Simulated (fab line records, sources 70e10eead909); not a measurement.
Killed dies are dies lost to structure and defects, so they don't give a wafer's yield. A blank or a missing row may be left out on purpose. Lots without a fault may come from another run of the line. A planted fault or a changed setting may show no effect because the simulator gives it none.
fab line records | flow nand_harc
record lots=5 wafers=15 last_day=24
route steps=1159 shown A_STAIRCASE@615 END@1159
lots that met no fault: from a run of the same line without faults
start_h: hours from the record's first day to the start of the lot's first wafer shown | wait_h: hours since the lot's step before | " the same as in the row above | L1.1+2: a row that stands for several wafers | - no value, or no start given | * or withheld: withheld | < > ~ a bound
route shown NAME@n: a module of which the file shows steps, and the number in the route of the first | usual: mean/standard deviation of fault-free wafers | same: alike in all rows | chamber/n: place in a boat | sites: the reading at each site | _std_site: their standard deviation | _edge_site: outer sites' mean less inner sites' | radius_mm: how far each site lies from the wafer's centre | mask NAME#n: copy n | behind: the tool/chamber that last shaped the wafer | hold: why the lot was held/for how many hours/how that ended | device: the transistor (n, p or np) that didn't switch | end of line: the same wafers' tests at the end of the route | a step without rows: its recipe alone | killed: dies lost to structure and defects at the first sort, not the wafer's yield | map: a wafer's dies, x killed, . not, _ none there
set.NAME: the setting as run; set.NAME@STEP: as run at that earlier step | model.NAME: the simulator's own value behind a step, which no gauge read
lots at some steps of the route; a table a step, a row a wafer
services: from which hour (start_h, from the record's first day; less than 0 if before it) a tool's chamber was out of use, for how many hours, and why
## steps
# step NHARC_A_STAIRCASE_ETCH_221
# recipe target_depth_a=1000 time_s=40.5 ion_energy_ev=400 c4f8_flow_sccm=20 o2_flow_sccm=10 ar_flow_sccm=withheld rf_w=600 bias_w=1000 chemistry=C4F8/O2
# step NHARC_A_STAIRCASE_TRIM_222
# recipe time_s=211.2 o2_flow_sccm=500 ar_flow_sccm=0 bias_w=0 chemistry=O2
# step NHARC_A_STAIRCASE_ETCH_223
# recipe target_depth_a=1000 time_s=40.5 ion_energy_ev=400 c4f8_flow_sccm=20 o2_flow_sccm=10 ar_flow_sccm=withheld rf_w=600 bias_w=1000 chemistry=C4F8/O2
# usual oes_product_au=0.942/0.013 rf_vpp_V=896/3.9
# columns lot.wafer tool chamber start_h wait_h oes_product_au rf_hours_counter_h rf_vpp_V
L577.3 rie_diel-03 3 - - 0.949 18 895
L577.1 " 2 " " 0.940 21 903
L577.4 " 2 " " 0.928 - 902
L582.3 rie_diel-11 2 - - 0.943 40 888
L582.2 " 3 " " 0.924 43 892
L582.1 " 0 " " 0.907 43 894
L586.1 rie_diel-11 2 - - 0.941 49 890
L586.4 " 0 " " 0.934 54 894
L586.2 " 1 " " 0.950 49 900
L594.3 rie_diel-07 3 - - 0.928 51 896
L594.4 " 0 " " 0.940 53 899
L594.2 " 1 " " 0.947 54 895
L595.4 rie_diel-03 2 - - 0.934 52 901
L595.6 " 2 " " 0.944 - 902
L595.5 " 3 " " 0.956 - 894
# step NHARC_A_STAIRCASE_TRIM_224
# recipe time_s=211.2 o2_flow_sccm=500 ar_flow_sccm=0 bias_w=0 chemistry=O2
# usual drypump_motor_current_A=5.8/0.62 oes_product_au=1.002/0.012 rf_vpp_V=57.8/0.78 run_length_s=232.6/0.43 showerhead_plenum_p_Torr=3.54/0.1 throttle_valve_pct=17.036/0.0095
# columns lot.wafer tool chamber start_h wait_h drypump_motor_current_A oes_product_au rf_hours_counter_h rf_vpp_V run_length_s showerhead_plenum_p_Torr throttle_valve_pct
L577.1 rie_diel-03 2 - - 5.7 1.004 21 57.4 232.7 3.71 17.033
L577.3 " 3 " " 6.8 1.007 18 58.6 233.3 3.49 17.025
L577.4 " 2 " " 5.6 1.006 - 58.2 232.3 3.71 17.044
L582.3 rie_diel-11 1 - - 6.4 0.988 41 57.8 232.5 3.61 17.022
L582.1 " 2 " " 5.6 0.993 40 57.3 232.8 3.33 17.041
L582.2 " 3 " " 5.4 0.980 43 58.0 232.3 3.40 17.035
L586.4 rie_diel-11 0 - - 6.2 0.995 54 58.2 232.2 3.46 17.030
L586.2 " 2 " " 5.6 1.014 49 57.9 232.7 3.32 17.046
L586.1 " 3 " " 5.4 0.975 54 57.4 232.9 3.39 17.037
L594.2 rie_diel-07 2 - - 6.2 1.009 53 57.8 232.6 3.43 17.021
L594.4 " 3 " " 5.1 0.995 51 58.2 232.9 3.53 17.011
L594.3 " 0 " " 5.3 1.024 53 57.5 232.3 3.59 17.044
L595.4 rie_diel-03 0 - - 5.6 1.001 59 57.4 233.3 3.65 17.033
L595.6 " 2 " " 5.6 0.993 - 58.5 232.2 3.69 17.059
L595.5 " 3 " " 6.8 1.010 - 58.1 233.8 3.47 17.030
# step NHARC_A_STAIRCASE_ETCH_225
# recipe target_depth_a=1000 time_s=40.5 ion_energy_ev=400 c4f8_flow_sccm=20 o2_flow_sccm=10 ar_flow_sccm=withheld rf_w=600 bias_w=1000 chemistry=C4F8/O2
# usual oes_product_au=0.943/0.013 rf_vpp_V=896/3.7
# columns lot.wafer tool chamber start_h wait_h oes_product_au rf_hours_counter_h rf_vpp_V
L577.1 rie_diel-03 2 - - 0.929 21 902
L577.3 " 3 " " 0.937 18 896
L577.4 " 2 " " 0.933 - 903
L582.3 rie_diel-11 0 - - 0.922 44 893
L582.1 " 1 " " 0.936 41 900
L582.2 " 2 " " 0.949 40 888
L586.2 rie_diel-11 2 - - 0.946 49 889
L586.4 " 3 " " 0.929 54 891
L586.1 " 0 " " 0.926 54 894
L594.3 rie_diel-07 0 - - 0.968 53 898
L594.4 " 1 " " 0.952 54 894
L594.2 " 3 " " 0.924 52 896
L595.4 rie_diel-03 1 - - 0.927 58 899
L595.5 " 2 " " 0.942 - 903
L595.6 " 3 " " 0.957 - 894
# step NHARC_A_STAIRCASE_TRIM_226
# recipe time_s=211.2 o2_flow_sccm=500 ar_flow_sccm=0 bias_w=0 chemistry=O2
# usual drypump_motor_current_A=5.8/0.62 oes_product_au=1.001/0.013 rf_vpp_V=57.9/0.89 run_length_s=232.5/0.4 showerhead_plenum_p_Torr=3.54/0.097 throttle_valve_pct=17.036/0.0088
# columns lot.wafer tool chamber start_h wait_h drypump_motor_current_A oes_product_au rf_hours_counter_h rf_vpp_V run_length_s showerhead_plenum_p_Torr throttle_valve_pct
L577.3 rie_diel-03 1 - - 4.9 0.995 23 57.0 232.3 3.63 17.018
L577.1 " 3 " " 6.7 1.024 19 58.6 233.0 3.49 17.023
L577.4 " 3 " " 6.7 1.014 - 57.6 232.9 3.49 17.018
L582.2 rie_diel-11 0 - - 6.1 0.978 44 57.4 232.2 3.46 17.039
L582.1 " 2 " " 5.6 1.006 40 57.6 232.6 3.33 17.028
L582.3 " 3 " " 5.4 0.977 43 57.4 233.1 3.40 17.042
L586.4 rie_diel-11 1 - - 6.4 1.001 50 58.7 232.3 3.61 17.027
L586.1 " 2 " " 5.6 0.995 49 57.1 232.3 3.32 17.034
L586.2 " 0 " " 6.1 0.976 54 57.3 232.1 3.46 17.040
L594.2 rie_diel-07 3 - - 5.1 0.984 52 57.5 232.8 3.53 17.047
L594.3 " 0 " " 5.4 1.007 53 57.9 232.1 3.59 17.043
L594.4 " 1 " " 6.7 1.025 54 58.3 232.4 3.49 17.040
L595.4 rie_diel-03 1 - - 4.9 0.992 58 58.5 232.4 3.61 17.037
L595.6 " 0 " " 5.6 1.008 - 59.3 233.0 3.65 17.019
L595.5 " 1 " " 4.9 0.993 - 59.3 232.1 3.61 17.031
# step NHARC_A_STAIRCASE_ETCH_227
# recipe target_depth_a=1000 time_s=40.5 ion_energy_ev=400 c4f8_flow_sccm=20 o2_flow_sccm=10 ar_flow_sccm=withheld rf_w=600 bias_w=1000 chemistry=C4F8/O2
# step NHARC_A_STAIRCASE_TRIM_229
# recipe time_s=211.2 o2_flow_sccm=500 ar_flow_sccm=0 bias_w=0 chemistry=O2
# step NHARC_A_STAIRCASE_ETCH_230
# recipe target_depth_a=1000 time_s=40.5 ion_energy_ev=400 c4f8_flow_sccm=20 o2_flow_sccm=10 ar_flow_sccm=withheld rf_w=600 bias_w=1000 chemistry=C4F8/O2
# step NHARC_A_STAIRCASE_TRIM_231
# recipe time_s=211.2 o2_flow_sccm=500 ar_flow_sccm=0 bias_w=0 chemistry=O2
# usual drypump_motor_current_A=5.8/0.6 oes_product_au=1.002/0.012 rf_vpp_V=57.9/0.89 run_length_s=232.4/0.34 showerhead_plenum_p_Torr=3.53/0.091 throttle_valve_pct=17.035/0.0092
# columns lot.wafer tool chamber start_h wait_h drypump_motor_current_A oes_product_au rf_hours_counter_h rf_vpp_V run_length_s showerhead_plenum_p_Torr throttle_valve_pct
L577.3 rie_diel-07 0 - - 5.4 1.005 14 57.5 232.3 3.61 17.020
L577.4 " 1 " " 6.7 1.008 15 57.8 232.0 3.51 17.037
L577.1 " 2 " " 6.2 1.000 14 57.9 232.3 3.45 17.041
L582.3 rie_diel-11 1 - - 6.3 0.999 41 58.4 232.1 3.61 17.035
L582.2 " 2 " " 5.6 1.013 40 56.3 232.9 3.33 17.038
L582.1 " 3 " " 5.4 0.980 43 59.5 232.6 3.40 17.057
L586.2 rie_diel-11 1 - - 6.4 1.000 50 58.5 232.4 3.61 17.036
L586.1 " 3 " " 5.4 0.978 54 56.9 232.5 3.39 17.040
L586.4 " 0 " " 6.2 0.998 54 57.9 232.0 3.46 17.039
L594.4 rie_diel-07 2 - - 6.2 1.003 53 58.3 232.9 3.43 17.034
L594.2 " 3 " " 5.1 0.984 52 57.1 232.5 3.53 17.044
L594.3 " 0 " " 5.3 1.015 53 58.4 232.1 3.59 17.027
L595.4 rie_diel-03 0 - - 5.6 1.021 59 58.0 233.0 3.65 17.026
L595.5 " 0 " " 5.6 1.017 - 57.4 233.0 3.65 17.021
L595.6 " 1 " " 4.9 1.001 - 58.4 232.5 3.61 17.031
# step NHARC_A_STAIRCASE_ETCH_232
# recipe target_depth_a=1000 time_s=40.5 ion_energy_ev=400 c4f8_flow_sccm=20 o2_flow_sccm=10 ar_flow_sccm=withheld rf_w=600 bias_w=1000 chemistry=C4F8/O2
# step NHARC_A_STAIRCASE_TRIM_233
# recipe time_s=211.2 o2_flow_sccm=500 ar_flow_sccm=0 bias_w=0 chemistry=O2
# usual drypump_motor_current_A=5.8/0.59 oes_product_au=1.001/0.015 rf_vpp_V=57.8/0.85 run_length_s=232.5/0.38 showerhead_plenum_p_Torr=3.53/0.091 throttle_valve_pct=17.036/0.0084
# columns lot.wafer tool chamber start_h wait_h drypump_motor_current_A oes_product_au rf_hours_counter_h rf_vpp_V run_length_s showerhead_plenum_p_Torr throttle_valve_pct
L577.4 rie_diel-07 2 274.32 - 6.2 1.004 14 56.4 232.0 3.45 17.024
L577.3 " 3 " " 5.1 0.989 13 58.1 232.5 3.55 17.032
L577.1 " 0 " " 5.3 1.003 14 57.9 232.6 3.62 17.025
L582.1 rie_diel-11 3 314.29 - 5.4 0.975 43 56.1 232.7 3.40 17.036
L582.2 " 0 " " 6.1 0.968 44 57.3 232.1 3.46 17.032
L582.3 " 2 " " 5.6 1.007 40 57.5 232.3 3.33 17.044
L586.1 rie_diel-11 0 341.32 - 6.2 0.990 54 57.4 232.3 3.46 17.026
L586.4 " 1 " " 6.4 0.987 50 58.4 232.4 3.61 17.038
L586.2 " 2 " " 5.6 1.007 50 57.8 232.2 3.32 17.045
L594.4 rie_diel-07 2 384.23 - 6.2 1.015 53 57.7 232.6 3.43 17.040
L594.3 " 0 " " 5.3 1.006 53 57.0 302.8 3.59 17.049
L594.2 " 1 " " 6.7 1.018 54 58.3 231.8 3.49 17.039
L595.4 rie_diel-03 1 387.23 - 4.9 0.996 59 58.4 232.6 3.61 17.045
L595.6 " 3 " " 6.7 1.019 - 57.3 233.4 3.47 17.035
L595.5 " 0 " " 5.7 1.029 - 57.8 233.2 3.65 17.031
# step NHARC_A_STAIRCASE_ETCH_234
# recipe target_depth_a=1000 time_s=40.5 ion_energy_ev=400 c4f8_flow_sccm=20 o2_flow_sccm=10 ar_flow_sccm=withheld rf_w=600 bias_w=1000 chemistry=C4F8/O2
# step NHARC_END_SORT_01
# recipe temp_c=25
# usual killed_at_array=26/10 killed_at_other=0.5/0.87 killed_at_periphery=3.0/2.5 killed_dies=29/11 killed_open=3.3/1.9 killed_short=1.8/1.5
# same gross_dies=677
# columns lot.wafer tool chamber start_h wait_h killed_at_array killed_at_other killed_at_periphery killed_dies killed_open killed_short
L594.3 prober-02 0 575.92 3.1 102 3 4 109 4 5
# killed by level:class
L594.3 A_STAIRCASE:area_trim=65 A_SLIT:chamber_film_flake=16 A_CHANNEL_HOLE_D1:chamber_film_flake=6 A_STAIRCASE:chamber_film_flake=3 A_WL_FILL:chamber_film_flake=3 THIN_TSV:chamber_film_flake=3 A_CONTACT:geometric_particle:short=2 A_CONTACT:chamber_film_flake=2
# map L594.3 (x killed, . not)
____________x____________
_________x.xx..x_________
_______..xxxx.xxx._______
______...x.xx.x.xxx______
_____xxxx......x...._____
____xxx.......xx..x.x____
____x...........x....____
___.x.x........xx...xx___
___................x..___
__x....x..............x__
__....x.x.............x__
_xxxxx.x..............xx_
_x.x.x...............x.x_
_.xxxxxx.........x......_
_x.x.x............x....x_
_xxxxxx.x..............x_
............x.......x...x
...xx..................x.
......................x.x
x........x.......x.......
xx...xx.x...x.x..........
_.x....................._
_......................._
_......................._
_...x..................._
_......................x_
__...........x.........__
__.x.x.............x...__
___...................___
___.x.................___
____......x........x.____
____.................____
_____x.............._____
______.............______
_______..........._______
_________......._________
____________x____________
# map L577.1 (x killed, . not)
____________.____________
_________......._________
_______..........._______
______.............______
_____..............._____
____.................____
____.....x...........____
___...................___
___...................___
__.....................__
__................x....__
_..............x........_
_......................._
_.......xx.............._
_...........x.......x.xx_
_......................._
.........................
............x.........x..
.........................
.............x...........
......................x..
_......................._
_......................._
_......................._
_......................._
_......................._
__...........x.......x.__
__........x.x.......x..__
___x........xx........___
___........x.x........___
____......xx.x.......____
____......x.xxx......____
_____......x........_____
______..xxxxx.....x______
_______.........x._______
_________......._________
____________.____________
## services
# columns tool chamber start_h hours kind
rie_diel-03 0 269.25 10.1 repair
rie_diel-11 0 272.05 - clean
rie_diel-11 1 272.05 - clean
rie_diel-11 2 272.05 - clean
rie_diel-11 3 272.05 - clean
rie_diel-03 - 281.47 2.5 repair
rie_diel-03 2 288.86 36.9 repair
rie_diel-11 0 296.55 - clean
rie_diel-11 1 296.55 - clean
rie_diel-11 2 296.55 - clean
rie_diel-11 3 296.55 - clean
rie_diel-03 1 298.74 9.8 repair
rie_diel-03 0 305.88 5.3 repair
rie_diel-11 0 321.11 - clean
rie_diel-11 1 321.11 - clean
rie_diel-11 2 321.11 - clean
rie_diel-11 3 321.11 - clean
rie_diel-11 0 345.61 - clean
rie_diel-11 1 345.61 - clean
rie_diel-11 - 346.13 0.5 repair
rie_diel-03 1 350.16 4.0 repair
rie_diel-11 - 355.38 0.4 repair
rie_diel-11 1 361.75 2.5 repair
rie_diel-11 - 366.50 9.0 pm
## key
first_sign step=NHARC_A_STAIRCASE_TRIM_233 reading=run_length_s direction=up sigmas=99+ usual=* struck=*
effect step=NHARC_END_SORT_01 reading=killed_at_array direction=up sigmas=7.6 usual=26 struck=102
more_kills_born_at NHARC_A_STAIRCASE_TRIM_233@rie_diel-07=65
met_at NHARC_A_STAIRCASE_TRIM_233
struck_wafers L594.3
tester_left_out L594
onset_between 274.32 384.23
fault kind=process_parameter_drift tool=rie_diel-07 chamber=0 onset_h=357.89 steps=NHARC_A_STAIRCASE_TRIM_233 channel=time_s offset=* shape=step end_h=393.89 acts_in=* stated=*
# tester_left_out: of these lots the tester's yield and bins aren't shown, on N5 and GAA mostly nor the transistor test; their killed dies are dies lost to structure and defects alone, not to doping, threshold or leakage, so they don't give the yield
